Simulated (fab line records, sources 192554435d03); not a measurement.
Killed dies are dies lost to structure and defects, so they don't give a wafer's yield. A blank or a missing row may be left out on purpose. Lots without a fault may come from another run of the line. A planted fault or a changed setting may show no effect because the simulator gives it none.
Chamber matching | flow n5_finfet | N5_FIN_SAQP_ETCH_34 on rie_diel-06: 4 sister chambers
The step etches SiO2 in C4F6/O2, target depth 45 nm, time 15 s. 4 wafers are shown with their chamber, then 7 later ones without.

WAFERS WITH THEIR CHAMBER
wafer  | chamber | showerhead_plenum_p_Torr (Torr)
L087.3 | 2       | 2.75
L089.5 | 0       | 2.94
L092.1 | 3       | 2.76
L092.2 | 1       | 2.89

WAFERS WITHOUT THEIR CHAMBER
wafer  | showerhead_plenum_p_Torr (Torr)
L092.5 | 2.89
L095.1 | 2.76
L095.4 | 2.94
L095.5 | 2.75
L097.1 | 2.93
L097.3 | 2.75
L097.5 | 2.75

WHICH CHAMBER EACH WENT THROUGH
wafer  | from the rows above | in truth
L092.5 | 1                   | 1
L095.1 | 3                   | 3
L095.4 | 0                   | 0
L095.5 | 2                   | 2
L097.1 | 0                   | 0
L097.3 | 2                   | 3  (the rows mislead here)
L097.5 | 2                   | 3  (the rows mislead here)
Placed correctly: 5 of 7. Can't be placed from these rows: 0. Placed wrongly: 2.
How it was worked out, from the rows above alone: a wafer's distance from a chamber is the root of the sum, over the readings, of the square of ((its reading less the chamber's mean) divided by the reading's scatter). The wafer belongs to the nearest chamber; if the next one is less than 2 further off, it can't be placed. A chamber's mean is the mean of its shown wafers. The scatter: with one shown wafer a chamber, the root of the mean of the squares of how far each hidden wafer lies from its nearest shown one.
